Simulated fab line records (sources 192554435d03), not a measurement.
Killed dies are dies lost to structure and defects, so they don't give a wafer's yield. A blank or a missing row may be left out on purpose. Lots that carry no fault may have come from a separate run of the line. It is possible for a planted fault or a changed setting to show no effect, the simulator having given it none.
Which tool did it? | flow n5-finfet | Sampling: 15 lots, 45 wafers, 8 of 1938 route steps

## WHAT THE GAUGES SHOWED, per wafer
N5_BEOL_M0_SAQP_THK_MEAS_05.
lot  | measured     | on            | thk-nm (nm)
L695 | day 6 00:06  | film-metro-02 | 59.8 60.3 60.0
L696 | day 6 02:44  | film-metro-01 | 59.7 59.3 60.3
L697 | day 6 16:50  | film-metro-01 | 58.9 59.6 60.7
L700 | day 7 01:38  | film-metro-01 | 60.1 59.0 59.7
L701 | day 7 08:04  | film-metro-01 | 59.3 59.0 59.9
L702 | day 7 13:44  | film-metro-01 | 58.8 60.3 60.6
L703 | day 7 18:22  | film-metro-01 | 58.9 58.8 60.6
L707 | day 8 15:25  | film-metro-02 | 58.1 59.6 59.0
L709 | day 9 07:57  | film-metro-01 | 58.7 59.0 60.3
L710 | day 9 13:02  | film-metro-02 | 58.9 59.9 60.2
L711 | day 9 19:19  | film-metro-02 | 57.9 59.3 58.1
L712 | day 10 02:45 | film-metro-01 | 58.9 60.2 60.2
L713 | day 10 06:24 | film-metro-01 | 59.1 59.4 60.2
L714 | day 10 15:06 | film-metro-01 | 59.8 60.6 61.1
L715 | day 10 18:14 | film-metro-02 | 58.9 60.2 59.2

N5_BEOL_M0_SAQP_CD_MEAS_25: target cd 13.1 nm.
lot  | measured     | on        | cd-nm (nm)
L695 | day 6 02:33  | cd-sem-02 | 12.30 12.62 12.75
L696 | day 6 05:08  | cd-sem-02 | 12.76 12.49 12.66
L697 | day 6 20:10  | cd-sem-01 | 12.89 12.88 12.82
L700 | day 7 03:48  | cd-sem-02 | 12.39 13.19 12.62
L701 | day 7 10:55  | cd-sem-01 | - - -
L702 | day 7 15:52  | cd-sem-01 | - - -
L703 | day 7 20:32  | cd-sem-02 | - - -
L707 | day 8 17:33  | cd-sem-02 | 12.85 12.65 13.13
L709 | day 9 10:10  | cd-sem-02 | 13.00 12.34 12.65
L710 | day 9 15:34  | cd-sem-01 | 13.04 12.74 12.37
L711 | day 9 21:21  | cd-sem-02 | 13.29 13.18 12.94
L712 | day 10 05:13 | cd-sem-02 | 12.69 12.93 12.73
L713 | day 10 08:39 | cd-sem-01 | 12.46 12.64 12.61
L714 | day 10 17:26 | cd-sem-01 | 12.83 12.86 12.89
L715 | day 10 20:23 | cd-sem-02 | 12.79 12.83 12.29

N5_BEOL_M4_RC_MEAS_101.
lot  | measured     | on        | DIBL_N (mV/V)  | DIBL_P (mV/V)  | IOFF_N (nA/um)    | IOFF_P (nA/um) | ION_N (uA/um) | ION_P (uA/um) | SS_N (mV/dec)  | SS_P (mV/dec)  | VT_N (mV)         | VT_P (mV)
L695 | day 9 11:22  | prober-02 | 36.7 37.9 36.8 | 37.4 38.7 37.3 | 0.161 0.190 0.162 | 0.24 0.26 0.23 | 684 687 678   | 475 467 468   | 72.0 71.9 71.4 | 73.4 74.0 74.3 | 247.5 248.9 249.6 | -247 -249 -249
L696 | day 8 19:53  | prober-01 | 34.6 35.1 35.3 | 34.8 34.9 35.1 | 0.128 0.132 0.137 | 0.16 0.17 0.17 | 665 662 668   | 455 453 455   | 71.2 71.7 71.2 | 72.0 72.3 71.9 | 251.3 251.7 253.9 | -256 -253 -254
L697 | day 9 23:38  | prober-01 | 36.5 37.5 36.6 | 35.2 37.4 34.6 | 0.145 0.176 0.138 | 0.20 0.24 0.19 | 677 690 674   | 465 477 460   | 71.7 71.7 71.2 | 73.1 73.4 73.4 | 253.5 246.0 252.7 | -251 -247 -251
L700 | day 10 18:52 | prober-01 | 36.2 37.5 36.2 | 35.5 37.2 35.9 | 0.137 0.155 0.140 | 0.18 0.21 0.18 | 668 684 673   | 456 468 459   | 71.4 71.9 71.1 | 73.1 73.3 72.8 | 252.1 253.2 251.5 | -252 -252 -253
L707 | day 11 12:14 | prober-01 | 34.5 34.2 33.8 | 34.8 34.3 34.0 | 0.155 0.146 0.141 | 0.19 0.18 0.17 | 679 681 670   | 468 459 459   | 71.6 70.7 71.5 | 73.8 72.8 72.9 | 249.4 247.7 248.8 | -252 -255 -256
L709 | day 12 20:43 | prober-02 | 36.3 37.1 37.9 | 36.0 36.6 38.3 | 0.133 0.149 0.163 | 0.20 0.21 0.24 | 666 677 686   | 461 464 477   | 71.5 71.6 71.9 | 72.2 72.6 74.0 | 254.8 251.3 249.4 | -251 -247 -248
L710 | day 12 10:00 | prober-02 | 36.0 36.0 36.0 | 35.9 36.1 36.1 | 0.160 0.152 0.159 | 0.20 0.20 0.20 | 683 672 685   | 463 461 463   | 71.2 71.7 71.2 | 73.4 72.8 72.5 | 249.9 249.2 248.5 | -250 -252 -251
L711 | day 13 11:38 | prober-02 | 35.0 35.3 34.5 | 35.0 35.0 33.3 | 0.143 0.149 0.137 | 0.25 0.23 0.21 | 674 677 687   | 464 472 473   | 72.2 71.7 71.4 | 73.6 73.6 73.2 | 251.8 252.1 250.9 | -248 -247 -248
L712 | day 13 11:45 | prober-01 | 35.0 35.9 35.8 | 33.2 34.8 34.6 | 0.123 0.141 0.130 | 0.15 0.17 0.17 | 654 665 650   | 443 450 442   | 70.7 71.5 71.2 | 73.8 73.9 73.9 | 256.3 254.5 257.1 | -256 -258 -256
L713 | day 13 12:34 | prober-02 | 35.0 35.4 34.6 | 35.5 36.4 35.6 | 0.126 0.127 0.115 | 0.18 0.19 0.18 | 653 661 658   | 459 460 459   | 70.5 71.3 70.8 | 72.8 73.2 73.1 | 254.0 254.7 254.7 | -251 -251 -252
L714 | day 13 20:59 | prober-02 | 38.3 37.7 38.1 | 38.4 38.6 38.6 | 0.206 0.195 0.199 | 0.26 0.26 0.26 | 675 675 692   | 463 467 474   | 72.1 72.2 71.5 | 74.6 73.5 73.9 | 247.8 247.5 244.4 | -247 -249 -245
L715 | day 14 03:20 | prober-02 | 37.2 37.1 35.9 | 37.3 36.7 34.6 | 0.186 0.174 0.154 | 0.26 0.25 0.22 | 691 683 689   | 481 473 474   | 71.4 71.6 70.7 | 74.0 74.1 73.9 | 247.1 249.6 253.2 | -246 -247 -250

## WHICH TOOL RAN EACH LOT (tool, then ch and the chambers of the sampled wafers, then the start)
lot  | N5_BEOL_M0_SAQP_PECVD_96       | N5_BEOL_M0_SAQP_SPACER1_ETCHBACK_99 | N5_BEOL_M0_SAQP_MANDREL1_REMOVE_100 | N5_BEOL_M0_SAQP_ETCH_101           | N5_BEOL_M0_SAQP_RECESS_109
L695 | pecvd-04 ch 0,2, day 5 23:52   | rie-diel-04 ch 2,3, day 6 02:21     | rie-si-03 ch 0,1, day 6 02:26       | rie-diel-05 ch 1,2, day 6 02:35    | vapor-etch-01 ch 0,1, day 6 03:27
L696 | pecvd-01 ch 1,2, day 6 02:33   | rie-diel-04 ch 0,1,2, day 6 04:56   | rie-si-04 ch 0,1,3, day 6 05:02     | rie-diel-05 ch 0,1,3, day 6 05:14  | vapor-etch-02 ch 0, day 6 06:11
L697 | pecvd-04 ch 0,1, day 6 16:40   | rie-diel-05 ch 0,3, day 6 19:58     | rie-si-06 ch 2,3, day 6 20:03       | rie-diel-04 ch 0,1,2, day 6 20:12  | vapor-etch-02 ch 0,1, day 6 21:02
L700 | pecvd-04 ch 0,1,2, day 7 01:28 | rie-diel-04 ch 1,3, day 7 03:36     | rie-si-04 ch 0,1, day 7 03:41       | rie-diel-04 ch 0,1, day 7 03:54    | vapor-etch-01 ch 0,1, day 7 04:44
L701 | pecvd-01 ch 1,2, day 7 07:49   | rie-diel-04 ch 0,2,3, day 7 10:43   | rie-si-06 ch 0,2,3, day 7 10:49     | rie-diel-02 ch 0,2,3, day 7 10:58  | vapor-etch-02 ch 0,1, day 7 11:47
L702 | pecvd-04 ch 0,1, day 7 13:33   | rie-diel-05 ch 0,3, day 7 15:40     | rie-si-03 ch 1,3, day 7 15:46       | rie-diel-05 ch 2,3, day 7 15:55    | vapor-etch-02 ch 0,1, day 7 16:59
L703 | pecvd-04 ch 0,1, day 7 18:11   | rie-diel-05 ch 0,3, day 7 20:20     | rie-si-06 ch 0,1,2, day 7 20:26     | rie-diel-04 ch 0,3, day 7 20:34    | vapor-etch-01 ch 0,1, day 7 21:24
L707 | pecvd-01 ch 1,2, day 8 15:14   | rie-diel-04 ch 2,3, day 8 17:21     | rie-si-03 ch 0,1, day 8 17:26       | rie-diel-02 ch 0,1,3, day 8 17:35  | vapor-etch-01 ch 0,1, day 8 18:28
L709 | pecvd-02 ch 0,2, day 9 07:46   | rie-diel-05 ch 0,1,3, day 9 09:59   | rie-si-03 ch 1,2, day 9 10:04       | rie-diel-04 ch 0,1,3, day 9 10:19  | vapor-etch-01 ch 0,1, day 9 11:10
L710 | pecvd-04 ch 0,1, day 9 12:47   | rie-diel-02 ch 1,3, day 9 15:20     | rie-si-03 ch 1,2,3, day 9 15:27     | rie-diel-02 ch 1,3, day 9 16:06    | vapor-etch-01 ch 0,1, day 9 17:12
L711 | pecvd-04 ch 0,1, day 9 19:04   | rie-diel-05 ch 0,3, day 9 21:09     | rie-si-03 ch 1,3, day 9 21:14       | rie-diel-05 ch 0,1,3, day 9 21:23  | vapor-etch-01 ch 0,1, day 9 22:20
L712 | pecvd-01 ch 0,1, day 10 02:34  | rie-diel-02 ch 0,3, day 10 05:01    | rie-si-03 ch 0,1,3, day 10 05:06    | rie-diel-02 ch 1,2, day 10 05:16   | vapor-etch-01 ch 0,1, day 10 06:06
L713 | pecvd-04 ch 0,1, day 10 06:09  | rie-diel-05 ch 0,1,3, day 10 08:27  | rie-si-03 ch 0,3, day 10 08:32      | rie-diel-04 ch 0,2, day 10 08:42   | vapor-etch-02 ch 0,1, day 10 09:32
L714 | pecvd-01 ch 0,2, day 10 14:55  | rie-diel-02 ch 1,2,3, day 10 17:14  | rie-si-03 ch 0,2,3, day 10 17:19    | rie-diel-02 ch 0,1,2, day 10 17:28 | vapor-etch-01 ch 0,1, day 10 18:25
L715 | pecvd-02 ch 0,2, day 10 18:02  | rie-diel-02 ch 0,1,2, day 10 20:11  | rie-si-04 ch 1,2,3, day 10 20:17    | rie-diel-05 ch 0,1,3, day 10 20:26 | vapor-etch-01 ch 0,1, day 10 21:22
- N5_BEOL_M0_SAQP_PECVD_96: deposits a-Si from SiH4/He, target thk 45 nm, time 45.2 s.
- N5_BEOL_M0_SAQP_SPACER1_ETCHBACK_99: etches SiO2 in CHF3/O2, target depth 15.4 nm, time 7.7 s.
- N5_BEOL_M0_SAQP_MANDREL1_REMOVE_100: chemistry HBr/Cl2/O2, target a-Si, stops on SiNx, bt time 10 s.
- N5_BEOL_M0_SAQP_ETCH_101: etches SiNx in CH3F/O2, target depth 29.9 nm, time 42.7 s.
- N5_BEOL_M0_SAQP_RECESS_109: chemistry HF/NH3, target SiO2, target depth 3 nm, afs cycles 1, sublimation time 60 s.

## AS READ BY THE TOOLS THEMSELVES (means over the sampled wafers that have a number; for cases with no such wafer, the mark the record gives instead)
N5_BEOL_M0_SAQP_PECVD_96.
lot  | tool     | chamber-pressure-Torr (Torr) | heater-power-w (W) | showerhead-plenum-p-Torr (Torr) | throttle-valve-pct (%)
L695 | pecvd-04 | 3.001                        | 489                | 5.54                            | 19.5
L696 | pecvd-01 | 2.995                        | 632                | 5.67                            | 17.4
L697 | pecvd-04 | 3.001                        | 553                | 5.61                            | 18.4
L700 | pecvd-04 | 2.995                        | 520                | 5.60                            | 19.4
L701 | pecvd-01 | 3.007                        | 652                | 5.66                            | 18.3
L702 | pecvd-04 | 2.999                        | 540                | 5.55                            | 18.5
L703 | pecvd-04 | 3.004                        | 559                | 5.54                            | 18.6
L707 | pecvd-01 | 2.998                        | 672                | 5.68                            | 17.4
L709 | pecvd-02 | 2.997                        | 591                | 5.69                            | 18.6
L710 | pecvd-04 | 3.002                        | 559                | 5.55                            | 18.7
L711 | pecvd-04 | 3.011                        | 560                | 5.54                            | 18.8
L712 | pecvd-01 | 3.008                        | 651                | 5.72                            | 18.9
L713 | pecvd-04 | 3.002                        | 536                | 5.55                            | 18.5
L714 | pecvd-01 | 3.001                        | 693                | 5.73                            | 18.0
L715 | pecvd-02 | 3.004                        | 623                | 5.66                            | 18.5

N5_BEOL_M0_SAQP_SPACER1_ETCHBACK_99.
lot  | tool        | CHF3_flow_sccm (sccm) | O2_flow_sccm (sccm) | drypump-motor-current-A (A) | oes-product-au (a.u.) | rf-vpp-V (V) | showerhead-plenum-p-Torr (Torr) | throttle-valve-pct (%)
L695 | rie-diel-04 | 50.02                 | 5.007               | 5.5                         | 0.76                  | 528          | 2.43                            | 19.04
L696 | rie-diel-04 | 50.00                 | 4.987               | 6.1                         | 0.76                  | 523          | 2.41                            | 18.98
L697 | rie-diel-05 | 49.98                 | 5.000               | 5.5                         | 0.71                  | 529          | 2.38                            | 19.14
L700 | rie-diel-04 | 49.89                 | 5.003               | 5.9                         | 0.73                  | 520          | 2.30                            | 19.21
L701 | rie-diel-04 | -                     | -                   | -                           | -                     | -            | -                               | -
L702 | rie-diel-05 | -                     | -                   | -                           | -                     | -            | -                               | -
L703 | rie-diel-05 | -                     | -                   | -                           | -                     | -            | -                               | -
L707 | rie-diel-04 | 49.95                 | 4.999               | 5.6                         | 0.73                  | 527          | 2.43                            | 19.07
L709 | rie-diel-05 | 49.99                 | 4.991               | 5.9                         | 0.70                  | 529          | 2.38                            | 19.20
L710 | rie-diel-02 | 50.08                 | 4.988               | 5.2                         | 0.79                  | 524          | 2.46                            | 18.96
L711 | rie-diel-05 | 50.09                 | 4.996               | 5.5                         | 0.70                  | 529          | 2.38                            | 19.30
L712 | rie-diel-02 | 49.82                 | 5.024               | 5.6                         | 0.70                  | 521          | 2.39                            | 19.27
L713 | rie-diel-05 | 50.10                 | 4.985               | 5.9                         | 0.69                  | 531          | 2.38                            | 19.21
L714 | rie-diel-02 | 49.95                 | 5.010               | 5.4                         | 0.80                  | 527          | 2.46                            | 18.81
L715 | rie-diel-02 | 49.99                 | 5.019               | 5.8                         | 0.79                  | 528          | 2.45                            | 18.85

N5_BEOL_M0_SAQP_MANDREL1_REMOVE_100.
lot  | tool      | drypump-motor-current-A (A) | oes-product-au (a.u.) | throttle-valve-pct (%)
L695 | rie-si-03 | 6.1                         | 1.002                 | 37.00
L696 | rie-si-04 | 5.9                         | 0.996                 | 36.62
L697 | rie-si-06 | 5.3                         | 0.981                 | 36.95
L700 | rie-si-04 | 5.5                         | 1.006                 | 36.75
L701 | rie-si-06 | 5.4                         | 0.378                 | 36.74
L702 | rie-si-03 | 5.8                         | 0.376                 | 36.87
L703 | rie-si-06 | 5.6                         | 0.369                 | 36.58
L707 | rie-si-03 | 6.1                         | 1.011                 | 36.99
L709 | rie-si-03 | 6.1                         | 1.005                 | 36.91
L710 | rie-si-03 | 5.8                         | 0.990                 | 36.76
L711 | rie-si-03 | 5.5                         | 0.990                 | 36.60
L712 | rie-si-03 | 5.8                         | 0.996                 | 36.73
L713 | rie-si-03 | 5.7                         | 0.998                 | 36.58
L714 | rie-si-03 | 5.8                         | 0.992                 | 36.61
L715 | rie-si-04 | 5.9                         | 0.994                 | 36.69

N5_BEOL_M0_SAQP_ETCH_101.
lot  | tool        | drypump-motor-current-A (A) | oes-product-au (a.u.) | rf-vpp-V (V) | showerhead-plenum-p-Torr (Torr) | throttle-valve-pct (%)
L695 | rie-diel-05 | 6.3                         | 0.72                  | 298          | 1.98                            | 16.50
L696 | rie-diel-05 | 5.9                         | 0.72                  | 301          | 1.98                            | 16.63
L697 | rie-diel-04 | 6.1                         | 0.76                  | 295          | 2.00                            | 16.47
L700 | rie-diel-04 | 6.3                         | 0.75                  | 296          | 1.97                            | 16.52
L701 | rie-diel-02 | 5.5                         | 0.28                  | 298          | 2.00                            | 16.45
L702 | rie-diel-05 | 5.5                         | 0.27                  | 297          | 1.97                            | 16.47
L703 | rie-diel-04 | 5.8                         | 0.27                  | 297          | 1.93                            | 16.64
L707 | rie-diel-02 | 5.6                         | 0.80                  | 297          | 2.04                            | 16.47
L709 | rie-diel-04 | 6.1                         | 0.72                  | 295          | 1.93                            | 16.63
L710 | rie-diel-02 | 5.5                         | 0.87                  | 298          | 2.08                            | 16.20
L711 | rie-diel-05 | 5.9                         | 0.70                  | 300          | 1.97                            | 16.68
L712 | rie-diel-02 | 5.8                         | 0.87                  | 300          | 2.09                            | 16.05
L713 | rie-diel-04 | 5.7                         | 0.74                  | 299          | 2.04                            | 16.49
L714 | rie-diel-02 | 5.8                         | 0.79                  | 300          | 2.03                            | 16.33
L715 | rie-diel-05 | 5.9                         | 0.69                  | 299          | 1.97                            | 16.69

N5_BEOL_M0_SAQP_RECESS_109.
lot  | tool          | drypump-motor-current-A (A) | foreline-p-Torr (Torr)
L695 | vapor-etch-01 | 6.4                         | 0.1278
L696 | vapor-etch-02 | 5.2                         | 0.1279
L697 | vapor-etch-02 | 5.7                         | 0.1278
L700 | vapor-etch-01 | 6.4                         | 0.1280
L701 | vapor-etch-02 | 5.4                         | 0.1282
L702 | vapor-etch-02 | 5.5                         | 0.1277
L703 | vapor-etch-01 | 6.3                         | 0.1280
L707 | vapor-etch-01 | 6.4                         | 0.1286
L709 | vapor-etch-01 | 6.4                         | 0.1281
L710 | vapor-etch-01 | 6.4                         | 0.1290
L711 | vapor-etch-01 | 6.3                         | 0.1278
L712 | vapor-etch-01 | 6.3                         | 0.1287
L713 | vapor-etch-02 | 5.7                         | 0.1285
L714 | vapor-etch-01 | 6.4                         | 0.1278
L715 | vapor-etch-01 | 6.4                         | 0.1288

## THE ANSWER, worked out from the rows above alone
Rule: the lots themselves supply what counts as usual. Put in order of their means at a reading, lots are off if they are a third of the lots or fewer, leave a main group of 4 or more, and stand apart from it by a gap of 3 or more times the standard deviation of the main group's means; of several such gaps the widest counts. Not used: any main group whose means are identical at the precision the tables above print for the reading. A lot without any number at a reading at which 4 lots or more have one is off too. Where the step has rows for the other lots, those lots are counted as sound. The gauges are gone through in route order, then the tools' own readings, and for those a lot's mean is taken as printed above. The first step at which some lot is off is used, and at that step the reading that is off furthest; a lot without a number counts as furthest.
Off: L701, L702, L703 (N5_BEOL_M0_SAQP_CD_MEAS_25, cd-nm). Without a number there: L701, L702, L703. The main group: mean 12.75 nm, standard deviation 0.16.
A tool fits if, at a process step before that reading, it ran every lot that is off, and no sound lot after the first of them. The gauges at N5_BEOL_M0_SAQP_CD_MEAS_25 aren't tried: what is off there is off at N5_BEOL_M0_SAQP_SPACER1_ETCHBACK_99 too, on other tools, and a gauge's error can't cause that. Not one of the candidates tried fits.

## WHAT THE SIMULATOR PUT IN
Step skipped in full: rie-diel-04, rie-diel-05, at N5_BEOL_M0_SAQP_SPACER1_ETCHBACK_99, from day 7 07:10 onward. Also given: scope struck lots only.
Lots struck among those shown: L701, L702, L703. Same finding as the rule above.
